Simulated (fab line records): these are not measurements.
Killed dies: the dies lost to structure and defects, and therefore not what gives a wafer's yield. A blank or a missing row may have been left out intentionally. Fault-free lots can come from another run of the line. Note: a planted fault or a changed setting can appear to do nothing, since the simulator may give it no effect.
fab line records / flow nandHarc
record lots=7 wafers=21 lastDay=33
route steps=1302 shown A_SOURCE_PLATE@414 A_ONON_D1@424 END@1302
lots that met no fault: from a run of the same line without faults
startH: start of the lot's first displayed wafer, in hours after the record's first day / waitH: time in hours since the lot's previous step / " the same as in the row above / L1.1+2: several wafers, shown together as one row / - value missing, or start not given / * or withheld: withheld / < > ~ a bound
route shown NAME@n: a module of which the file shows steps, and the number in the route of the first / usual: mean/standard deviation of fault-free wafers / same: alike in all rows / chamber/n: place in a boat / sites: per-site readings / _std_site: the values' standard deviation / _edge_site: inner sites' mean taken away from outer sites' mean / radiusMm: for every site, how far away it sits from the centre of the wafer / mask NAME#n: copy n / behind: the most recent tool/chamber to have shaped the wafer / hold: cause of the lot's hold/its duration in hours/its outcome / device: names the non-switching transistor (n, p or np) / end of line: tests run on the same wafers once the route is complete / a step without rows: its recipe alone / killed: dies that structure and defects cost at the first sort, which is not the same as the wafer's yield / map: a wafer's dies, marking killed ones x, the rest . and places with no die _
set.NAME: the setting the step ran with; set.NAME@STEP: the setting that earlier step ran with / model.NAME: the simulator's own value behind a step, which no gauge read
lots seen at some steps along the route; tables by step, rows by wafer
services: when a tool's chamber went out of use (startH, in hours from the record's first day, below 0 if earlier), for how many hours, and the reason
## steps
# step NHARC_A_SOURCE_PLATE_SRD_01
# step NHARC_A_SOURCE_PLATE_OXIDE_02
# recipe targetThkA=100 tempC=900 oxTimeS=1362 material=SiO2
# step NHARC_A_SOURCE_PLATE_THK_MEAS_09
# recipe thkMeasGauge=ellipsometry
# usual thkNm=9.8/1
lot.wafer=L638.1 tool=filmMetro-01 chamber=- startH=149.72 waitH=0.4 thkNm=9.4
lot.wafer=L638.3 tool=filmMetro-01 chamber=- startH=149.72 waitH=0.4 thkNm=9.4
lot.wafer=L638.4 tool=filmMetro-01 chamber=- startH=149.72 waitH=0.4 thkNm=9.8
lot.wafer=L651.4 tool=filmMetro-01 chamber=- startH=279.28 waitH=0.4 thkNm=11.2
lot.wafer=L651.5 tool=filmMetro-01 chamber=- startH=279.28 waitH=0.4 thkNm=10.9
lot.wafer=L651.6 tool=filmMetro-01 chamber=- startH=279.28 waitH=0.4 thkNm=9.6
lot.wafer=L653.1 tool=filmMetro-01 chamber=- startH=298.87 waitH=0.4 thkNm=9.8
lot.wafer=L653.3 tool=filmMetro-01 chamber=- startH=298.87 waitH=0.4 thkNm=10.8
lot.wafer=L653.6 tool=filmMetro-01 chamber=- startH=298.87 waitH=0.4 thkNm=9.9
lot.wafer=L652.4 tool=filmMetro-02 chamber=- startH=298.87 waitH=0.4 thkNm=9.7
lot.wafer=L652.5 tool=filmMetro-02 chamber=- startH=298.87 waitH=0.4 thkNm=10.8
lot.wafer=L652.6 tool=filmMetro-02 chamber=- startH=298.87 waitH=0.4 thkNm=11.0
lot.wafer=L654.2 tool=filmMetro-02 chamber=- startH=311.87 waitH=0.4 thkNm=9.7
lot.wafer=L654.3 tool=filmMetro-02 chamber=- startH=311.87 waitH=0.4 thkNm=10.1
lot.wafer=L654.4 tool=filmMetro-02 chamber=- startH=311.87 waitH=0.4 thkNm=8.4
lot.wafer=L660.2 tool=filmMetro-02 chamber=- startH=362.64 waitH=0.4 thkNm=8.1
lot.wafer=L660.3 tool=filmMetro-02 chamber=- startH=362.64 waitH=0.4 thkNm=8.0
lot.wafer=L660.6 tool=filmMetro-02 chamber=- startH=362.64 waitH=0.4 thkNm=9.5
lot.wafer=L661.4 tool=filmMetro-01 chamber=- startH=375.35 waitH=0.4 thkNm=10.3
lot.wafer=L661.5 tool=filmMetro-01 chamber=- startH=375.35 waitH=0.4 thkNm=10.7
lot.wafer=L661.6 tool=filmMetro-01 chamber=- startH=375.35 waitH=0.4 thkNm=10.7
# step NHARC_A_SOURCE_PLATE_PVD_04
# recipe targetThkA=500 material=WSi2
# step NHARC_A_SOURCE_PLATE_CVD_03
# recipe targetThkA=2000 tempC=620 pressureMtorr=200 timeS=4000 material=poly-Si
# step NHARC_A_SOURCE_PLATE_ANNEAL_05
# recipe tempC=850 timeS=1800
# step NHARC_A_SOURCE_PLATE_THK_MEAS_06
# recipe thkMeasGauge=ellipsometry
# usual thkNm=200.2/1.9
lot.wafer=L638.1 tool=filmMetro-02 chamber=- startH=163.17 waitH=0.4 thkNm=198.8
lot.wafer=L638.3 tool=filmMetro-02 chamber=- startH=163.17 waitH=0.4 thkNm=197.9
lot.wafer=L638.4 tool=filmMetro-02 chamber=- startH=163.17 waitH=0.4 thkNm=200.1
lot.wafer=L651.4 tool=filmMetro-01 chamber=- startH=291.80 waitH=0.4 thkNm=200.7
lot.wafer=L651.5 tool=filmMetro-01 chamber=- startH=291.80 waitH=0.4 thkNm=200.6
lot.wafer=L651.6 tool=filmMetro-01 chamber=- startH=291.80 waitH=0.4 thkNm=202.3
lot.wafer=L653.1 tool=filmMetro-02 chamber=- startH=313.69 waitH=0.4 thkNm=205.2
lot.wafer=L653.3 tool=filmMetro-02 chamber=- startH=313.69 waitH=0.4 thkNm=203.8
lot.wafer=L653.6 tool=filmMetro-02 chamber=- startH=313.69 waitH=0.4 thkNm=204.2
lot.wafer=L652.4 tool=filmMetro-01 chamber=- startH=313.70 waitH=0.4 thkNm=202.1
lot.wafer=L652.5 tool=filmMetro-01 chamber=- startH=313.70 waitH=0.4 thkNm=200.6
lot.wafer=L652.6 tool=filmMetro-01 chamber=- startH=313.70 waitH=0.4 thkNm=202.2
lot.wafer=L654.2 tool=filmMetro-01 chamber=- startH=324.78 waitH=0.4 thkNm=199.4
lot.wafer=L654.3 tool=filmMetro-01 chamber=- startH=324.78 waitH=0.4 thkNm=197.9
lot.wafer=L654.4 tool=filmMetro-01 chamber=- startH=324.78 waitH=0.4 thkNm=197.9
lot.wafer=L660.2 tool=filmMetro-01 chamber=- startH=375.98 waitH=0.4 thkNm=202.3
lot.wafer=L660.3 tool=filmMetro-01 chamber=- startH=375.98 waitH=0.4 thkNm=200.0
lot.wafer=L660.6 tool=filmMetro-01 chamber=- startH=375.98 waitH=0.4 thkNm=199.0
lot.wafer=L661.4 tool=filmMetro-01 chamber=- startH=388.49 waitH=0.4 thkNm=201.9
lot.wafer=L661.5 tool=filmMetro-01 chamber=- startH=388.49 waitH=0.4 thkNm=197.6
lot.wafer=L661.6 tool=filmMetro-01 chamber=- startH=388.49 waitH=0.4 thkNm=201.0
# step NHARC_A_SOURCE_PLATE_INSPECT_08
# usual rawDefectCount=59/23
lot.wafer=L638.1 tool=defectInspect-01 chamber=- startH=163.25 waitH=0.0 rawDefectCount=111
lot.wafer=L638.3 tool=defectInspect-01 chamber=- startH=163.25 waitH=0.0 rawDefectCount=69
lot.wafer=L638.4 tool=defectInspect-01 chamber=- startH=163.25 waitH=0.0 rawDefectCount=43
lot.wafer=L651.4 tool=defectInspect-01 chamber=- startH=291.89 waitH=0.0 rawDefectCount=48
lot.wafer=L651.5 tool=defectInspect-01 chamber=- startH=291.89 waitH=0.0 rawDefectCount=69
lot.wafer=L651.6 tool=defectInspect-01 chamber=- startH=291.89 waitH=0.0 rawDefectCount=55
lot.wafer=L653.1 tool=defectInspect-02 chamber=- startH=313.76 waitH=0.0 rawDefectCount=41
lot.wafer=L653.3 tool=defectInspect-02 chamber=- startH=313.76 waitH=0.0 rawDefectCount=57
lot.wafer=L653.6 tool=defectInspect-02 chamber=- startH=313.76 waitH=0.0 rawDefectCount=97
lot.wafer=L652.4 tool=defectInspect-01 chamber=- startH=313.76 waitH=0.0 rawDefectCount=76
lot.wafer=L652.5 tool=defectInspect-01 chamber=- startH=313.76 waitH=0.0 rawDefectCount=62
lot.wafer=L652.6 tool=defectInspect-01 chamber=- startH=313.76 waitH=0.0 rawDefectCount=54
lot.wafer=L654.2 tool=defectInspect-01 chamber=- startH=324.85 waitH=0.0 rawDefectCount=37
lot.wafer=L654.3 tool=defectInspect-01 chamber=- startH=324.85 waitH=0.0 rawDefectCount=32
lot.wafer=L654.4 tool=defectInspect-01 chamber=- startH=324.85 waitH=0.0 rawDefectCount=33
lot.wafer=L660.2 tool=defectInspect-02 chamber=- startH=376.04 waitH=0.0 rawDefectCount=93
lot.wafer=L660.3 tool=defectInspect-02 chamber=- startH=376.04 waitH=0.0 rawDefectCount=62
lot.wafer=L660.6 tool=defectInspect-02 chamber=- startH=376.04 waitH=0.0 rawDefectCount=60
lot.wafer=L661.4 tool=defectInspect-01 chamber=- startH=388.59 waitH=0.0 rawDefectCount=42
lot.wafer=L661.5 tool=defectInspect-01 chamber=- startH=388.59 waitH=0.0 rawDefectCount=24
lot.wafer=L661.6 tool=defectInspect-01 chamber=- startH=388.59 waitH=0.0 rawDefectCount=45
# step NHARC_A_ONON_D1_DEP_00
# recipe targetThkA=10000 n2FlowSccm=2750 n2oFlowSccm=2000 nh3FlowSccm=500 sih4FlowSccm=210 tempC=400
# step NHARC_A_ONON_D1_THK_MEAS_02
# recipe thkMeasGauge=ellipsometry
# usual thkNm=1003/7.9
lot.wafer=L638.1 tool=filmMetro-01 chamber=- startH=163.83 waitH=- thkNm=1004
lot.wafer=L638.3 tool=filmMetro-01 chamber=- startH=163.83 waitH=- thkNm=1004
lot.wafer=L638.4 tool=filmMetro-01 chamber=- startH=163.83 waitH=- thkNm=1004
lot.wafer=L651.4 tool=filmMetro-01 chamber=- startH=292.46 waitH=- thkNm=1001
lot.wafer=L651.5 tool=filmMetro-01 chamber=- startH=292.46 waitH=- thkNm=1000
lot.wafer=L651.6 tool=filmMetro-01 chamber=- startH=292.46 waitH=- thkNm=1003
lot.wafer=L653.1 tool=filmMetro-01 chamber=- startH=314.33 waitH=- thkNm=997
lot.wafer=L653.3 tool=filmMetro-01 chamber=- startH=314.33 waitH=- thkNm=998
lot.wafer=L653.6 tool=filmMetro-01 chamber=- startH=314.33 waitH=- thkNm=998
lot.wafer=L652.4 tool=filmMetro-02 chamber=- startH=314.34 waitH=- thkNm=1003
lot.wafer=L652.5 tool=filmMetro-02 chamber=- startH=314.34 waitH=- thkNm=1000
lot.wafer=L652.6 tool=filmMetro-02 chamber=- startH=314.34 waitH=- thkNm=1001
lot.wafer=L654.2 tool=filmMetro-01 chamber=- startH=325.56 waitH=- thkNm=994
lot.wafer=L654.3 tool=filmMetro-01 chamber=- startH=325.56 waitH=- thkNm=994
lot.wafer=L654.4 tool=filmMetro-01 chamber=- startH=325.56 waitH=- thkNm=996
lot.wafer=L660.2 tool=filmMetro-01 chamber=- startH=376.62 waitH=- thkNm=1004
lot.wafer=L660.3 tool=filmMetro-01 chamber=- startH=376.62 waitH=- thkNm=1005
lot.wafer=L660.6 tool=filmMetro-01 chamber=- startH=376.62 waitH=- thkNm=1003
lot.wafer=L661.4 tool=filmMetro-02 chamber=- startH=389.17 waitH=- thkNm=1008
lot.wafer=L661.5 tool=filmMetro-02 chamber=- startH=389.17 waitH=- thkNm=1008
lot.wafer=L661.6 tool=filmMetro-02 chamber=- startH=389.17 waitH=- thkNm=1008
# step NHARC_A_ONON_D1_DEP_03
# recipe targetThkA=10000 n2FlowSccm=2750 n2oFlowSccm=2000 nh3FlowSccm=500 sih4FlowSccm=210 tempC=400
# usual n2FlowSccm=2748/10 n2oFlowSccm=1999/5.5 sih4FlowSccm=209.9/0.68
lot.wafer=L638.1 tool=pecvdOnon-04 chamber=0 startH=163.88 waitH=0.1 n2FlowSccm=2752 n2oFlowSccm=1992 sih4FlowSccm=209.7
lot.wafer=L638.3 tool=pecvdOnon-04 chamber=0 startH=163.88 waitH=0.1 n2FlowSccm=2756 n2oFlowSccm=2009 sih4FlowSccm=210.9
lot.wafer=L638.4 tool=pecvdOnon-04 chamber=0 startH=163.88 waitH=0.1 n2FlowSccm=2758 n2oFlowSccm=2004 sih4FlowSccm=210.1
lot.wafer=L651.4 tool=pecvdOnon-03 chamber=- startH=292.69 waitH=0.2 n2FlowSccm=- n2oFlowSccm=- sih4FlowSccm=-
lot.wafer=L651.5 tool=pecvdOnon-03 chamber=- startH=292.69 waitH=0.2 n2FlowSccm=- n2oFlowSccm=- sih4FlowSccm=-
lot.wafer=L651.6 tool=pecvdOnon-03 chamber=- startH=292.69 waitH=0.2 n2FlowSccm=- n2oFlowSccm=- sih4FlowSccm=-
lot.wafer=L653.1 tool=pecvdOnon-01 chamber=- startH=314.39 waitH=0.1 n2FlowSccm=- n2oFlowSccm=- sih4FlowSccm=-
lot.wafer=L653.3 tool=pecvdOnon-01 chamber=- startH=314.39 waitH=0.1 n2FlowSccm=- n2oFlowSccm=- sih4FlowSccm=-
lot.wafer=L653.6 tool=pecvdOnon-01 chamber=- startH=314.39 waitH=0.1 n2FlowSccm=- n2oFlowSccm=- sih4FlowSccm=-
lot.wafer=L652.4 tool=pecvdOnon-03 chamber=- startH=314.57 waitH=0.2 n2FlowSccm=- n2oFlowSccm=- sih4FlowSccm=-
lot.wafer=L652.5 tool=pecvdOnon-03 chamber=- startH=314.57 waitH=0.2 n2FlowSccm=- n2oFlowSccm=- sih4FlowSccm=-
lot.wafer=L652.6 tool=pecvdOnon-03 chamber=- startH=314.57 waitH=0.2 n2FlowSccm=- n2oFlowSccm=- sih4FlowSccm=-
lot.wafer=L654.2 tool=pecvdOnon-01 chamber=0 startH=325.68 waitH=0.1 n2FlowSccm=2748 n2oFlowSccm=1995 sih4FlowSccm=209.8
lot.wafer=L654.3 tool=pecvdOnon-01 chamber=0 startH=325.68 waitH=0.1 n2FlowSccm=2728 n2oFlowSccm=2001 sih4FlowSccm=209.2
lot.wafer=L654.4 tool=pecvdOnon-01 chamber=0 startH=325.68 waitH=0.1 n2FlowSccm=2724 n2oFlowSccm=2010 sih4FlowSccm=209.3
lot.wafer=L660.2 tool=pecvdOnon-01 chamber=0 startH=376.73 waitH=0.1 n2FlowSccm=2753 n2oFlowSccm=2003 sih4FlowSccm=210.8
lot.wafer=L660.3 tool=pecvdOnon-01 chamber=0 startH=376.73 waitH=0.1 n2FlowSccm=2759 n2oFlowSccm=2004 sih4FlowSccm=210.7
lot.wafer=L660.6 tool=pecvdOnon-01 chamber=0 startH=376.73 waitH=0.1 n2FlowSccm=2761 n2oFlowSccm=2001 sih4FlowSccm=211.2
lot.wafer=L661.4 tool=pecvdOnon-01 chamber=0 startH=389.40 waitH=0.2 n2FlowSccm=2761 n2oFlowSccm=1995 sih4FlowSccm=210.0
lot.wafer=L661.5 tool=pecvdOnon-01 chamber=0 startH=389.40 waitH=0.2 n2FlowSccm=2758 n2oFlowSccm=2000 sih4FlowSccm=209.9
lot.wafer=L661.6 tool=pecvdOnon-01 chamber=0 startH=389.40 waitH=0.2 n2FlowSccm=2766 n2oFlowSccm=1993 sih4FlowSccm=210.0
# step NHARC_A_ONON_D1_DEP_06
# recipe targetThkA=10000 n2FlowSccm=2750 n2oFlowSccm=2000 nh3FlowSccm=500 sih4FlowSccm=210 tempC=400
# step NHARC_A_ONON_D1_DEP_09
# recipe targetThkA=10000 n2FlowSccm=2750 n2oFlowSccm=2000 nh3FlowSccm=500 sih4FlowSccm=210 tempC=400
# step NHARC_A_ONON_D1_DEP_12
# recipe targetThkA=10000 n2FlowSccm=2750 n2oFlowSccm=2000 nh3FlowSccm=500 sih4FlowSccm=210 tempC=400
# step NHARC_A_ONON_D1_ANNEAL_15
# recipe tempC=750 timeS=3600
# step NHARC_END_SORT_01
# recipe tempC=25
# usual killedAtArray=57/18 killedAtOther=0.9/1.3 killedAtPeriphery=3.5/2.2 killedDies=62/18 killedOpen=3.0/1.7 killedShort=2.3/1.5
# same grossDies=677
lot.wafer=L638.1 tool=prober-01 chamber=0 startH=569.91 waitH=2.5 killedAtArray=79 killedAtOther=0 killedAtPeriphery=4 killedDies=83 killedOpen=2 killedShort=3
lot.wafer=L638.3 tool=prober-01 chamber=0 startH=571.52 waitH=3.1 killedAtArray=79 killedAtOther=0 killedAtPeriphery=6 killedDies=85 killedOpen=2 killedShort=3
lot.wafer=L638.4 tool=prober-01 chamber=0 startH=572.33 waitH=3.4 killedAtArray=74 killedAtOther=0 killedAtPeriphery=4 killedDies=78 killedOpen=2 killedShort=4
lot.wafer=L651.4 tool=prober-01 chamber=0 startH=694.96 waitH=3.4 killedAtArray=670 killedAtOther=1 killedAtPeriphery=6 killedDies=677 killedOpen=2 killedShort=6
lot.wafer=L651.5 tool=prober-01 chamber=0 startH=695.75 waitH=3.7 killedAtArray=671 killedAtOther=1 killedAtPeriphery=5 killedDies=677 killedOpen=5 killedShort=0
lot.wafer=L651.6 tool=prober-01 chamber=0 startH=696.55 waitH=4.0 killedAtArray=675 killedAtOther=0 killedAtPeriphery=2 killedDies=677 killedOpen=5 killedShort=1
lot.wafer=L653.1 tool=prober-02 chamber=0 startH=706.46 waitH=2.5 killedAtArray=674 killedAtOther=0 killedAtPeriphery=3 killedDies=677 killedOpen=1 killedShort=5
lot.wafer=L653.3 tool=prober-02 chamber=0 startH=708.09 waitH=3.1 killedAtArray=670 killedAtOther=1 killedAtPeriphery=6 killedDies=677 killedOpen=4 killedShort=3
lot.wafer=L653.6 tool=prober-02 chamber=0 startH=710.54 waitH=4.1 killedAtArray=673 killedAtOther=0 killedAtPeriphery=4 killedDies=677 killedOpen=5 killedShort=5
lot.wafer=L654.2 tool=prober-01 chamber=0 startH=714.95 waitH=2.8 killedAtArray=59 killedAtOther=0 killedAtPeriphery=6 killedDies=65 killedOpen=2 killedShort=1
lot.wafer=L654.3 tool=prober-01 chamber=0 startH=715.76 waitH=3.1 killedAtArray=66 killedAtOther=1 killedAtPeriphery=3 killedDies=70 killedOpen=1 killedShort=1
lot.wafer=L654.4 tool=prober-01 chamber=0 startH=716.56 waitH=3.4 killedAtArray=75 killedAtOther=0 killedAtPeriphery=6 killedDies=81 killedOpen=8 killedShort=2
lot.wafer=L652.4 tool=prober-02 chamber=0 startH=717.58 waitH=3.4 killedAtArray=671 killedAtOther=4 killedAtPeriphery=2 killedDies=677 killedOpen=3 killedShort=3
lot.wafer=L652.5 tool=prober-02 chamber=0 startH=718.38 waitH=3.7 killedAtArray=674 killedAtOther=1 killedAtPeriphery=2 killedDies=677 killedOpen=2 killedShort=2
lot.wafer=L652.6 tool=prober-02 chamber=0 startH=719.19 waitH=4.0 killedAtArray=675 killedAtOther=0 killedAtPeriphery=2 killedDies=677 killedOpen=1 killedShort=1
lot.wafer=L660.2 tool=prober-01 chamber=0 startH=772.78 waitH=2.8 killedAtArray=50 killedAtOther=6 killedAtPeriphery=4 killedDies=60 killedOpen=4 killedShort=5
lot.wafer=L660.3 tool=prober-01 chamber=0 startH=773.59 waitH=3.1 killedAtArray=39 killedAtOther=7 killedAtPeriphery=4 killedDies=50 killedOpen=4 killedShort=1
lot.wafer=L660.6 tool=prober-01 chamber=0 startH=776.02 waitH=4.1 killedAtArray=38 killedAtOther=3 killedAtPeriphery=1 killedDies=42 killedOpen=1 killedShort=2
# killed by level:class
L638.1 A_CHANNEL_HOLE_D2:chamberFilmFlake=34 A_CHANNEL_HOLE_D1:chamberFilmFlake=30 A_STAIRCASE:chamberFilmFlake=4 P_M1:chamberFilmFlake=3 A_CONTACT:unspecified=3 A_CHANNEL_FILL_D1:geometricParticle:open=2 A_CONTACT:chamberFilmFlake=2 A_CHANNEL_FILL_D1:geometricParticle:short=1
L638.3 A_CHANNEL_HOLE_D2:chamberFilmFlake=36 A_CHANNEL_HOLE_D1:chamberFilmFlake=33 P_M1:chamberFilmFlake=4 A_STAIRCASE:chamberFilmFlake=3 P_GATE:geometricParticle:open=2 A_DECK1_JOINT:geometricParticle:short=2 A_CONTACT:unspecified=2 A_BLC:geometricParticle:short=1
L638.4 A_CHANNEL_HOLE_D2:chamberFilmFlake=32 A_CHANNEL_HOLE_D1:chamberFilmFlake=28 A_STAIRCASE:chamberFilmFlake=4 A_CHANNEL_FILL_D2:geometricParticle:short=2 A_M0:geometricParticle:short=2 P_M1:chamberFilmFlake=2 A_CHANNEL_FILL_D1:chamberFilmFlake=2 A_ONON_D2:geometricParticle:open=1
L651.4 A_ONON_D1:areaDep=624 A_SLIT:chamberFilmFlake=31 A_CHANNEL_HOLE_D1:chamberFilmFlake=7 P_STI:chamberFilmFlake=2 P_CONTACT:geometricParticle:short=1 P_M1:geometricParticle:short=1 P_M1:geometricParticle:open=1 A_ONON_D1:geometricParticle:open=1
L651.5 A_ONON_D1:areaDep=621 A_SLIT:chamberFilmFlake=32 A_CHANNEL_HOLE_D1:chamberFilmFlake=6 P_ZERO_WELL:chamberFilmFlake=4 A_STAIRCASE:chamberFilmFlake=3 A_M1:chamberFilmFlake=2 P_M0:geometricParticle:open=1 A_ONON_D1:geometricParticle:open=1
L651.6 A_ONON_D1:areaDep=622 A_SLIT:chamberFilmFlake=35 A_CHANNEL_HOLE_D1:chamberFilmFlake=6 A_DECK1_JOINT:chamberFilmFlake=3 A_DECK1_JOINT:geometricParticle:open=2 A_ONON_D1:geometricParticle:open=1 A_CHANNEL_FILL_D1:geometricParticle:short=1 A_CHANNEL_HOLE_D2:geometricParticle:open=1
L653.1 A_ONON_D1:areaDep=612 A_SLIT:chamberFilmFlake=24 A_CHANNEL_HOLE_D2:chamberFilmFlake=13 A_CHANNEL_HOLE_D1:chamberFilmFlake=9 A_STAIRCASE:chamberFilmFlake=6 A_ONON_D2:geometricParticle:short=2 A_BLC:chamberFilmFlake=2 A_SGD_CUT:chamberFilmFlake=2
L653.3 A_ONON_D1:areaDep=603 A_SLIT:chamberFilmFlake=25 A_CHANNEL_HOLE_D2:chamberFilmFlake=21 A_STAIRCASE:chamberFilmFlake=5 P_GATE:chamberFilmFlake=4 A_CHANNEL_FILL_D2:chamberFilmFlake=4 A_DECK1_JOINT:chamberFilmFlake=3 A_CHANNEL_HOLE_D1:chamberFilmFlake=2
L653.6 A_ONON_D1:areaDep=615 A_SLIT:chamberFilmFlake=24 A_CHANNEL_HOLE_D2:chamberFilmFlake=9 A_CHANNEL_HOLE_D1:chamberFilmFlake=6 A_DECK1_JOINT:chamberFilmFlake=3 A_BLC:chamberFilmFlake=3 A_ONON_D1:geometricParticle:short=2 A_STAIRCASE:chamberFilmFlake=2
L654.2 A_SLIT:chamberFilmFlake=33 A_CHANNEL_HOLE_D2:chamberFilmFlake=13 P_GATE:chamberFilmFlake=4 A_CHANNEL_HOLE_D1:chamberFilmFlake=4 A_STAIRCASE:chamberFilmFlake=3 A_CONTACT:chamberFilmFlake=2 P_GATE:geometricParticle:short=1 A_WL_FILL:geometricParticle:open=1
L654.3 A_SLIT:chamberFilmFlake=32 A_CHANNEL_HOLE_D2:chamberFilmFlake=18 A_CHANNEL_HOLE_D1:chamberFilmFlake=8 A_CONTACT:chamberFilmFlake=4 P_STI:chamberFilmFlake=2 A_ONON_D1:geometricParticle:short=1 A_DECK1_JOINT:geometricParticle:open=1 P_GATE:chamberFilmFlake=1
L654.4 A_SLIT:chamberFilmFlake=29 A_CHANNEL_HOLE_D2:chamberFilmFlake=21 A_CHANNEL_HOLE_D1:chamberFilmFlake=6 A_STAIRCASE:chamberFilmFlake=5 A_CHANNEL_FILL_D1:geometricParticle:open=4 A_CONTACT:chamberFilmFlake=3 A_CONTACT:geometricParticle:open=2 P_STI:chamberFilmFlake=2
L652.4 A_ONON_D1:areaDep=619 A_CHANNEL_HOLE_D1:chamberFilmFlake=31 A_SGD_CUT:chamberFilmFlake=5 A_SLIT:chamberFilmFlake=4 A_DECK1_JOINT:chamberFilmFlake=3 A_CONTACT:chamberFilmFlake=3 THIN_TSV:chamberFilmFlake=3 P_GATE:chamberFilmFlake=2
L652.5 A_ONON_D1:areaDep=623 A_CHANNEL_HOLE_D1:chamberFilmFlake=35 A_CONTACT:chamberFilmFlake=3 A_SGD_CUT:chamberFilmFlake=3 A_SLIT:chamberFilmFlake=3 A_DECK1_JOINT:chamberFilmFlake=2 A_STAIRCASE:chamberFilmFlake=2 P_CONTACT:geometricParticle:open=1
L652.6 A_ONON_D1:areaDep=628 A_CHANNEL_HOLE_D1:chamberFilmFlake=35 A_SGD_CUT:chamberFilmFlake=4 A_SLIT:chamberFilmFlake=2 A_STAIRCASE:chamberFilmFlake=2 P_M2:geometricParticle:short=1 A_ONON_D1:geometricParticle:open=1 P_M0:chamberFilmFlake=1
L660.2 A_CHANNEL_HOLE_D1:chamberFilmFlake=27 THIN_TSV:chamberFilmFlake=6 A_SLIT:chamberFilmFlake=5 A_CONTACT:chamberFilmFlake=5 P_GATE:geometricParticle:open=2 A_DECK1_JOINT:chamberFilmFlake=2 A_CHANNEL_FILL_D2:chamberFilmFlake=2 A_STAIRCASE:chamberFilmFlake=2
L660.3 A_CHANNEL_HOLE_D1:chamberFilmFlake=16 THIN_TSV:chamberFilmFlake=7 A_SLIT:chamberFilmFlake=5 P_GATE:chamberFilmFlake=4 A_CHANNEL_FILL_D2:chamberFilmFlake=4 A_STAIRCASE:chamberFilmFlake=3 A_CONTACT:chamberFilmFlake=2 A_CHANNEL_FILL_D1:geometricParticle:open=1
L660.6 A_CHANNEL_HOLE_D1:chamberFilmFlake=20 A_SLIT:chamberFilmFlake=6 A_CONTACT:chamberFilmFlake=4 A_STAIRCASE:chamberFilmFlake=3 THIN_TSV:chamberFilmFlake=3 A_ONON_D2:geometricParticle:short=1 A_CHANNEL_FILL_D2:geometricParticle:open=1 A_WL_FILL:geometricParticle:short=1
# map L651.4 (x killed, . not)
____________x____________
_________xxxxxxx_________
_______xxxxxxxxxxx_______
______xxxxxxxxxxxxx______
_____xxxxxxxxxxxxxxx_____
____xxxxxxxxxxxxxxxxx____
____xxxxxxxxxxxxxxxxx____
___xxxxxxxxxxxxxxxxxxx___
___xxxxxxxxxxxxxxxxxxx___
__xxxxxxxxxxxxxxxxxxxxx__
__xxxxxxxxxxxxxxxxxxxxx__
_xxxxxxxxxxxxxxxxxxxxxxx_
_xxxxxxxxxxxxxxxxxxxxxxx_
_xxxxxxxxxxxxxxxxxxxxxxx_
_xxxxxxxxxxxxxxxxxxxxxxx_
_xxxxxxxxxxxxxxxxxxxxxxx_
xxxxxxxxxxxxxxxxxxxxxxxxx
xxxxxxxxxxxxxxxxxxxxxxxxx
xxxxxxxxxxxxxxxxxxxxxxxxx
xxxxxxxxxxxxxxxxxxxxxxxxx
xxxxxxxxxxxxxxxxxxxxxxxxx
_xxxxxxxxxxxxxxxxxxxxxxx_
_xxxxxxxxxxxxxxxxxxxxxxx_
_xxxxxxxxxxxxxxxxxxxxxxx_
_xxxxxxxxxxxxxxxxxxxxxxx_
_xxxxxxxxxxxxxxxxxxxxxxx_
__xxxxxxxxxxxxxxxxxxxxx__
__xxxxxxxxxxxxxxxxxxxxx__
___xxxxxxxxxxxxxxxxxxx___
___xxxxxxxxxxxxxxxxxxx___
____xxxxxxxxxxxxxxxxx____
____xxxxxxxxxxxxxxxxx____
_____xxxxxxxxxxxxxxx_____
______xxxxxxxxxxxxx______
_______xxxxxxxxxxx_______
_________xxxxxxx_________
____________x____________
# map L652.4 (x killed, . not)
____________x____________
_________xxxxxxx_________
_______xxxxxxxxxxx_______
______xxxxxxxxxxxxx______
_____xxxxxxxxxxxxxxx_____
____xxxxxxxxxxxxxxxxx____
____xxxxxxxxxxxxxxxxx____
___xxxxxxxxxxxxxxxxxxx___
___xxxxxxxxxxxxxxxxxxx___
__xxxxxxxxxxxxxxxxxxxxx__
__xxxxxxxxxxxxxxxxxxxxx__
_xxxxxxxxxxxxxxxxxxxxxxx_
_xxxxxxxxxxxxxxxxxxxxxxx_
_xxxxxxxxxxxxxxxxxxxxxxx_
_xxxxxxxxxxxxxxxxxxxxxxx_
_xxxxxxxxxxxxxxxxxxxxxxx_
xxxxxxxxxxxxxxxxxxxxxxxxx
xxxxxxxxxxxxxxxxxxxxxxxxx
xxxxxxxxxxxxxxxxxxxxxxxxx
xxxxxxxxxxxxxxxxxxxxxxxxx
xxxxxxxxxxxxxxxxxxxxxxxxx
_xxxxxxxxxxxxxxxxxxxxxxx_
_xxxxxxxxxxxxxxxxxxxxxxx_
_xxxxxxxxxxxxxxxxxxxxxxx_
_xxxxxxxxxxxxxxxxxxxxxxx_
_xxxxxxxxxxxxxxxxxxxxxxx_
__xxxxxxxxxxxxxxxxxxxxx__
__xxxxxxxxxxxxxxxxxxxxx__
___xxxxxxxxxxxxxxxxxxx___
___xxxxxxxxxxxxxxxxxxx___
____xxxxxxxxxxxxxxxxx____
____xxxxxxxxxxxxxxxxx____
_____xxxxxxxxxxxxxxx_____
______xxxxxxxxxxxxx______
_______xxxxxxxxxxx_______
_________xxxxxxx_________
____________x____________
## services
tool=pecvdOnon-03 chamber=- startH=227.00 hours=13.0 kind=pm
tool=pecvdOnon-01 chamber=- startH=269.00 hours=13.0 kind=pm
tool=pecvdOnon-04 chamber=- startH=311.20 hours=13.0 kind=pm
## key
firstSign step=NHARC_A_ONON_D1_DEP_03 reading=toolRecord direction=missing
effect step=NHARC_END_SORT_01 reading=killedDies direction=up sigmas=35 usual=62 struck=677
moreKillsBornAt NHARC_A_ONON_D1_DEP_03@pecvdOnon-03=3737 NHARC_A_ONON_D1_DEP_03@pecvdOnon-01=1830
metAt NHARC_A_ONON_D1_DEP_03
struckWafers L651.4,L651.5,L651.6,L652.4,L652.5,L652.6,L653.1,L653.3,L653.6
laterRowsLeftOut L651.4,L651.5,L651.6,L652.4,L652.5,L652.6,L653.1,L653.3,L653.6
testerLeftOut L651,L652,L653
fault kind=skippedStepWhole tool=pecvdOnon-01,pecvdOnon-03 chamber=- onsetH=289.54 steps=NHARC_A_ONON_D1_DEP_03 scope=struckLotsOnly
# testerLeftOut: of these lots the tester's yield and bins aren't shown, on N5 and GAA mostly nor the transistor test; their killed dies are dies lost to structure and defects alone, not to doping, threshold or leakage, so they don't give the yield
# laterRowsLeftOut: the simulator's readings of these wafers behind a module that went badly wrong aren't trusted and aren't shown, but for the sort
